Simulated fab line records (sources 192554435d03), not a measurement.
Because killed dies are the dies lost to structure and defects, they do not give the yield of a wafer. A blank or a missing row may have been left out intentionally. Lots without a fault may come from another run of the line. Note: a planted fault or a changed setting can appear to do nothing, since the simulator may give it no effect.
Struck lot and sound lot, side by side + flow n5 finfet + 14 out of 1938 route steps
Sound: these wafers, L501.3, L501.4, L501.5. Struck: wafers L509.1, L509.4, L509.5. The cause is named last.
Each step with rows lists, per side, the tool, then ch with its chambers, then its first start. Under that, the readings that differ: sound wafers + struck wafers + difference of the means + sigmas: that difference in standard deviations of wafers without a fault.
alike: readings whose means differ by less than 2 such deviations, and words and numbers that are the same on both sides. not compared: withheld readings, readings that some wafer has no value for, bounds like >300 that may hide the same value, and numbers for which the record gives no deviation and whose values overlap.
The two part at a step that has a row with sigmas, a row that says differs or no value, or rows on one side only. Numbers that don't overlap but have no deviation are shown without sigmas and don't part them. A reading that every wafer of one side lacks parts them only if that side has two wafers or more.

N5_BEOL_M8_RS_MEAS_57: uses a four-point probe to measure.
  struck on film metro-01, day 14 14:39; sound on film metro-02, day 10 15:36
  alike: M8_RS
N5_BEOL_M8_INSPECT_58: inspects for defects (darkfield).
  struck on defect inspect-01, day 14 14:40; sound on defect inspect-02, day 10 15:38
  alike: raw defect count
N5_BEOL_M9_ILD_DEP_00: deposits SiCOH lowk from DEMS/porogen, target thk 308.51 nm, time 58 s.
  sound on pecvd-03 ch 1,2, day 10 15:40; struck on pecvd-01 ch 0,2, day 14 14:43
  alike: heater power w, rf fwd power W, showerhead plenum p Torr, throttle valve pct
N5_BEOL_M9_CURE_71: cures SiCOH lowk, time 240 s.
  sound on uv cure-03 ch 0, day 10 15:54; struck on uv cure-01 ch 0, day 14 14:54
  alike: lamp power pct, wafer_temp_C_max
N5_BEOL_M9_THK_MEAS_01:
  struck on film metro-02, day 14 15:25; sound on film metro-01, day 10 16:15
  alike: M9_ILD_THK
N5_BEOL_M9_PECVD_70: deposits SiO2 from TEOS/O2, target thk 20 nm, time 22.7 s.
  sound on pecvd-01 ch 0,1,2, day 10 16:17; struck on pecvd-04 ch 0,1, day 14 15:27
  alike: heater power w, rf fwd power W, showerhead plenum p Torr, throttle valve pct
N5_BEOL_M9_HM_DEP_02: deposits TiN, target thk 20 nm.
  struck on pvd sputter-03, day 14 17:29; sound on pvd sputter-03, day 10 16:44
  alike: chamber pressure pa, throttle valve pct
then, 5 steps without rows for these wafers: N5_BEOL_M9_COAT_59 (time 60 s, resist thk 100 nm); N5_BEOL_M9_COAT_60 (time 60 s, resist thk 30 nm); N5_BEOL_M9_COAT_05 (resist thk 90 nm); N5_BEOL_M9_EBR_07; N5_BEOL_M9_SOFTBAKE_06 (time 60 s).
N5_BEOL_M9_EXPOSE_08: exposes mask M9.
  sound on arfi scanner-03 ch 0, day 10 16:59; struck on arfi scanner-02, day 14 17:44
  no value came back on the struck wafers for dipole opening deg (degrees), exposure dose mJ cm2, na, sigma outer; on the sound wafers dipole opening deg (degrees) reads 40 40 40
  alike: mask
then, 1 step without rows for these wafers: N5_BEOL_M9_PEB_09 (peb time 60 s).

== WHERE THEY PART ==
At N5_BEOL_M9_EXPOSE_08 and nowhere else, as far as this record goes.

WHY: the cause the simulator had injected
Beginning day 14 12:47, the whole step at N5_BEOL_M9_EXPOSE_08 was skipped on arfi scanner-02. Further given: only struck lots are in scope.
